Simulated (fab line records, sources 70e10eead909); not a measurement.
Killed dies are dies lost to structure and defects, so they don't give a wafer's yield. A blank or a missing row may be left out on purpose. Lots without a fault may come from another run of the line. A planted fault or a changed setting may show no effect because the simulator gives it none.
Chamber matching | flow nand_harc | NHARC_A_CONTACT_ETCH_92 on rie_diel-06: 4 sister chambers
The step etches the open film in CH3F/O2, target depth 40 nm, time 85.7 s. 39 wafers are shown with their chamber, then 12 later ones without.

WAFERS WITH THEIR CHAMBER
wafer  | chamber | drypump_motor_current_A (A) | showerhead_plenum_p_Torr (Torr) | rf_vpp_V (V)
L075.1 | 1       | 5.1                         | 2.40                            | 244.2
L075.2 | 3       | 5.3                         | 2.46                            | 246.0
L075.3 | 0       | 6.4                         | 2.57                            | 247.1
L075.4 | 2       | 6.3                         | 2.52                            | 245.4
L075.5 | 1       | 5.0                         | 2.40                            | 243.3
L075.6 | 0       | 6.4                         | 2.57                            | 245.1
L077.2 | 3       | 5.3                         | 2.46                            | 244.6
L077.3 | 0       | 6.4                         | 2.57                            | 246.5
L077.5 | 0       | 6.4                         | 2.57                            | 245.2
L079.2 | 1       | 5.0                         | 2.40                            | 244.2
L079.3 | 3       | 5.3                         | 2.46                            | 245.6
L079.5 | 1       | 5.1                         | 2.40                            | 243.4
L082.1 | 0       | 6.4                         | 2.56                            | 245.5
L082.2 | 3       | 5.4                         | 2.46                            | 244.1
L082.6 | 2       | 6.3                         | 2.52                            | 245.6
L081.1 | 2       | 6.3                         | 2.52                            | 246.4
L081.2 | 3       | 5.3                         | 2.46                            | 243.3
L081.5 | 1       | 5.0                         | 2.40                            | 242.9
L083.1 | 2       | 6.3                         | 2.52                            | 244.8
L083.3 | 0       | 6.4                         | 2.56                            | 246.2
L083.5 | 2       | 6.2                         | 2.52                            | 244.4
L087.2 | 3       | 5.4                         | 2.46                            | 243.7
L087.4 | 1       | 5.0                         | 2.40                            | 242.6
L087.5 | 2       | 6.3                         | 2.51                            | 243.4
L087.1 | 2       | 6.3                         | 2.51                            | 246.5
L087.3 | 0       | 6.4                         | 2.56                            | 245.4
L087.6 | 1       | 5.1                         | 2.40                            | 244.5
L089.1 | 1       | 5.1                         | 2.39                            | 244.7
L089.3 | 2       | 6.3                         | 2.51                            | 246.4
L089.5 | 3       | 5.3                         | 2.46                            | 245.3
L092.1 | 0       | 6.4                         | 2.56                            | 245.7
L092.4 | 2       | 6.3                         | 2.51                            | 244.8
L092.5 | 0       | 6.4                         | 2.56                            | 246.5
L090.1 | 3       | 5.3                         | 2.45                            | 244.8
L090.4 | 1       | 5.0                         | 2.39                            | 242.9
L090.5 | 2       | 6.3                         | 2.51                            | 245.8
L091.2 | 2       | 6.3                         | 2.51                            | 245.9
L091.4 | 1       | 5.1                         | 2.39                            | 243.3
L091.5 | 3       | 5.3                         | 2.45                            | 244.7

SIGNATURES (means of the wafers above)
reading                  | chamber 0 | chamber 1 | chamber 2 | chamber 3 | scatter within a chamber
drypump_motor_current_A  | 6.400     | 5.050     | 6.291     | 5.322     | 0.0377
showerhead_plenum_p_Torr | 2.5644    | 2.3970    | 2.5145    | 2.4578    | 0.00496
rf_vpp_V                 | 245.911   | 243.600   | 245.400   | 244.678   | 0.834
Rule: a wafer's distance from a chamber is the root of the sum, over the readings, of the square of ((its reading less the chamber's mean) divided by the reading's scatter). The wafer belongs to the nearest chamber; if the next one is less than 2 further off, it can't be placed. The scatter: the root of (the sum of the squares of (reading less its chamber's mean) over the shown wafers, divided by (wafers less chambers)).

WAFERS WITHOUT THEIR CHAMBER
wafer  | drypump_motor_current_A (A) | showerhead_plenum_p_Torr (Torr) | rf_vpp_V (V)
L093.1 | 6.4                         | 2.56                            | 245.6
L093.4 | 6.3                         | 2.51                            | 245.7
L093.5 | 5.1                         | 2.39                            | 243.6
L095.2 | 5.0                         | 2.39                            | 242.6
L095.3 | 5.3                         | 2.45                            | 244.5
L095.6 | 5.3                         | 2.45                            | 244.6
L097.3 | 6.4                         | 2.55                            | 245.5
L097.4 | 6.3                         | 2.51                            | 244.8
L097.6 | 5.3                         | 2.45                            | 244.2
L094.1 | 5.0                         | 2.39                            | 243.6
L094.2 | 5.3                         | 2.45                            | 244.8
L094.4 | 6.2                         | 2.51                            | 245.4

WHICH CHAMBER EACH WENT THROUGH
wafer  | from the rows above | in truth
L093.1 | 0                   | 0
L093.4 | 2                   | 2
L093.5 | 1                   | 1
L095.2 | 1                   | 1
L095.3 | 3                   | 3
L095.6 | 3                   | 3
L097.3 | 0                   | 0
L097.4 | 2                   | 2
L097.6 | 3                   | 3
L094.1 | 1                   | 1
L094.2 | 3                   | 3
L094.4 | 2                   | 2
Placed correctly: 12 of 12. Can't be placed from these rows: 0. Placed wrongly: 0.
